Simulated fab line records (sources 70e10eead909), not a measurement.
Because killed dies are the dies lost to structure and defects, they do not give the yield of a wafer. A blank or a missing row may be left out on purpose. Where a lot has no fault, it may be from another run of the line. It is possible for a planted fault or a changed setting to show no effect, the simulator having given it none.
Matching of chambers ; flow nand harc ; rie diel-03 running NHARC_P_CONTACT_DESCUM_17: 4 sister chambers
The step chemistry O2, time 3 s. 16 wafers are shown with their chamber, then 8 later ones without.

WAFERS WITH THEIR CHAMBER
wafer;chamber;oes product au (a.u.);rf vpp V (V);throttle valve pct (%)
L078.1;1;1.030;57.4;11.331
L078.2;0;1.004;56.4;11.315
L078.3;2;1.016;57.7;11.305
L078.4;3;0.998;57.6;11.325
L078.5;2;1.008;55.9;11.326
L078.6;3;1.002;57.9;11.316
L079.2;0;1.008;57.0;11.329
L079.5;0;0.991;55.8;11.307
L079.6;3;1.003;58.3;11.305
L081.3;2;1.002;56.9;11.319
L081.4;0;0.996;57.9;11.321
L081.6;0;1.004;58.6;11.296
L085.1;1;1.005;58.4;11.314
L085.2;2;0.991;58.6;11.309
L085.3;3;1.002;57.3;11.308
L087.1;0;0.988;55.2;11.321

SIGNATURES, as means of the wafers listed above
reading;chamber 0;chamber 1;chamber 2;chamber 3;scatter within a chamber
oes product au;0.99850;1.01750;1.00425;1.00125;0.00905
rf vpp V;56.817;57.900;57.275;57.775;1.05
throttle valve pct;11.31483;11.32250;11.31475;11.31350;0.0106
Rule: for each reading, subtract the chamber's mean from the wafer's reading, divide by that reading's scatter and square the result; add these up over the readings and take the root, which gives the wafer's distance from the chamber. If the next closest chamber is less than 2 further off than the closest, the wafer can't be placed; otherwise it belongs to the closest. How the scatter is found: for the shown wafers, subtract from each reading the mean of its chamber, square and add these, divide the total by (wafers less chambers), then take the root.

WAFERS WHOSE CHAMBER IS MISSING
wafer;oes product au (a.u.);rf vpp V (V);throttle valve pct (%)
L087.2;1.004;57.8;11.313
L087.6;0.999;57.6;11.326
L089.1;1.002;57.5;11.301
L089.3;1.000;57.1;11.326
L089.6;1.004;57.4;11.322
L097.2;0.988;57.0;11.305
L097.3;1.006;56.4;11.297
L097.6;1.019;57.0;11.306

CHAMBER TAKEN BY EACH
wafer;from the rows above;in truth
L087.2;can't be placed: 3 or 2 or 0 or 1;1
L087.6;can't be placed: 3 or 2 or 0 or 1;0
L089.1;can't be placed: 3 or 2 or 0 or 1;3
L089.3;can't be placed: 0 or 2 or 3 or 1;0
L089.6;can't be placed: 2 or 3 or 0 or 1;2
L097.2;can't be placed: 0 or 3 or 2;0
L097.3;can't be placed: 2 or 0 or 3 or 1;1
L097.6;can't be placed: 1 or 2 or 3 or 0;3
0 of 8 placed correctly. Not placeable from these rows: 8 (in 8, the candidates include the true chamber). 0 placed wrongly.
